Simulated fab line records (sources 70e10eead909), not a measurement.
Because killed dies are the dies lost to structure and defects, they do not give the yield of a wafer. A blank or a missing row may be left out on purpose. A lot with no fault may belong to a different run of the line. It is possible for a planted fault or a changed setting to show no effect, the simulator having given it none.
Which tool was responsible? ; flow nand-harc ; 6 lots, 18 wafers sampled, at 2 steps of a route of 1159

WHAT THE GAUGES SHOWED, per wafer
NHARC_A_M0_THK_MEAS_24: measures by xrf.
lot;measured;on;thk-nm (nm)
L442;day 18 00:17;film-metro-01;115.4 114.5 111.5
L447;day 19 13:22;film-metro-02;112.5 112.3 113.2
L450;day 19 21:11;film-metro-01;115.2 113.7 114.0
L454;day 20 12:23;film-metro-01;116.1 111.8 114.6
L460;day 22 03:41;film-metro-01;111.8 113.4 115.0
L458;day 22 12:52;film-metro-02;114.2 112.7 114.5

TOOL THAT RAN EACH LOT (tool first, then ch and the chambers of the sampled wafers, then the start)
lot;NHARC_A_M0_CMP_23
L442;cmp-01 ch 0,1,3, day 17 23:58
L447;cmp-02 ch 0,1,3, day 19 13:03
L450;cmp-04 ch 0,1,3, day 19 20:52
L454;cmp-01 ch 0,3, day 20 12:04
L460;cmp-02 ch 0,2, day 22 03:23
L458;cmp-02 ch 0,1,2, day 22 12:35
- NHARC_A_M0_CMP_23: polishes, t overpolish 20 s, target thk 113.75 nm.

THE ANSWER, worked out from the rows above alone
Rule: the lots themselves supply what counts as usual. Put in order of their means at a reading, lots are off if they are a third of the lots or fewer, leave a main group of 4 or more, and stand apart from it by a gap of 3 or more times the standard deviation of the main group's means; of several such gaps the widest counts. Not used: any main group whose means are identical at the precision the tables above print for the reading. A lot without any number at a reading at which 4 lots or more have one is off too. All remaining lots with rows at the step are treated as sound.
Nothing can be told from this: no lot is off at any reading shown.

WHAT THE SIMULATOR PUT IN
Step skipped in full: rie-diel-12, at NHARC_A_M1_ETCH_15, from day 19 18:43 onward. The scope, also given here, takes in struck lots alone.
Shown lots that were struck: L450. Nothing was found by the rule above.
